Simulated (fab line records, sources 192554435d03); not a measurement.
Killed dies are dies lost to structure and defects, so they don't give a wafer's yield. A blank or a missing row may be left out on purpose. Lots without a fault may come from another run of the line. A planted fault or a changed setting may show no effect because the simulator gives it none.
Chamber matching | flow n5_finfet | N5_HKMG_FIN_ALD_91 on ald_metal-04: 4 sister chambers
The step deposits TiN, target thk 1 nm, pulse time 1 s, purge time 3 s. 18 wafers are shown with their chamber, then 9 later ones without.

WAFERS WITH THEIR CHAMBER
wafer  | chamber | heater_power_w (W) | precursor_pulse_height_rel | chamber_pressure_Torr (Torr)
L075.3 | 0       | 838                | 0.981                      | 2.989
L075.4 | 2       | 919                | 0.992                      | 3.013
L075.6 | 3       | 817                | 0.988                      | 2.992
L076.3 | 2       | 925                | 0.984                      | 3.002
L076.4 | 0       | 852                | 0.993                      | 3.001
L076.6 | 2       | 915                | 1.007                      | 2.998
L078.2 | 3       | 828                | 0.976                      | 2.992
L078.4 | 1       | 900                | 1.013                      | 3.008
L078.5 | 1       | 944                | 1.019                      | 3.003
L081.1 | 2       | 915                | 1.015                      | 2.994
L081.3 | 0       | 834                | 0.991                      | 2.991
L081.6 | 2       | 909                | 1.015                      | 3.003
L082.2 | 0       | 845                | 0.991                      | 3.001
L082.3 | 3       | 825                | 0.957                      | 2.996
L082.5 | 0       | 821                | 1.016                      | 2.998
L083.1 | 2       | 906                | 0.994                      | 3.006
L083.4 | 3       | 853                | 1.037                      | 3.006
L083.5 | 3       | 816                | 0.990                      | 3.008

SIGNATURES (means of the wafers above)
reading                    | chamber 0 | chamber 1 | chamber 2 | chamber 3 | scatter within a chamber
heater_power_w             | 838.00    | 922.00    | 914.83    | 827.80    | 13.8
precursor_pulse_height_rel | 0.99440   | 1.01600   | 1.00117   | 0.98960   | 0.019
chamber_pressure_Torr      | 2.99600   | 3.00550   | 3.00267   | 2.99880   | 0.00651
Rule: a wafer's distance from a chamber is the root of the sum, over the readings, of the square of ((its reading less the chamber's mean) divided by the reading's scatter). The wafer belongs to the nearest chamber; if the next one is less than 2 further off, it can't be placed. The scatter: the root of (the sum of the squares of (reading less its chamber's mean) over the shown wafers, divided by (wafers less chambers)).

WAFERS WITHOUT THEIR CHAMBER
wafer  | heater_power_w (W) | precursor_pulse_height_rel | chamber_pressure_Torr (Torr)
L089.3 | 848                | 0.983                      | 3.005
L089.4 | 807                | 1.041                      | 3.001
L089.5 | 840                | 0.985                      | 2.998
L090.3 | 818                | 1.001                      | 3.002
L090.4 | 911                | 0.997                      | 2.984
L090.5 | 829                | 1.005                      | 2.994
L097.4 | 863                | 1.015                      | 3.003
L097.5 | 880                | 0.992                      | 3.001
L097.6 | 844                | 0.993                      | 3.002

WHICH CHAMBER EACH WENT THROUGH
wafer  | from the rows above               | in truth
L089.3 | can't be placed: 0 or 3           | 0
L089.4 | can't be placed: 3 or 0           | 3
L089.5 | can't be placed: 0 or 3           | 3
L090.3 | can't be placed: 3 or 0           | 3
L090.4 | can't be placed: 2 or 1           | 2
L090.5 | can't be placed: 0 or 3           | 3
L097.4 | can't be placed: 0 or 3 or 2 or 1 | 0
L097.5 | can't be placed: 2 or 0 or 1 or 3 | 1
L097.6 | can't be placed: 0 or 3           | 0
Placed correctly: 0 of 9. Can't be placed from these rows: 9 (the true chamber is among the candidates in 9). Placed wrongly: 0.
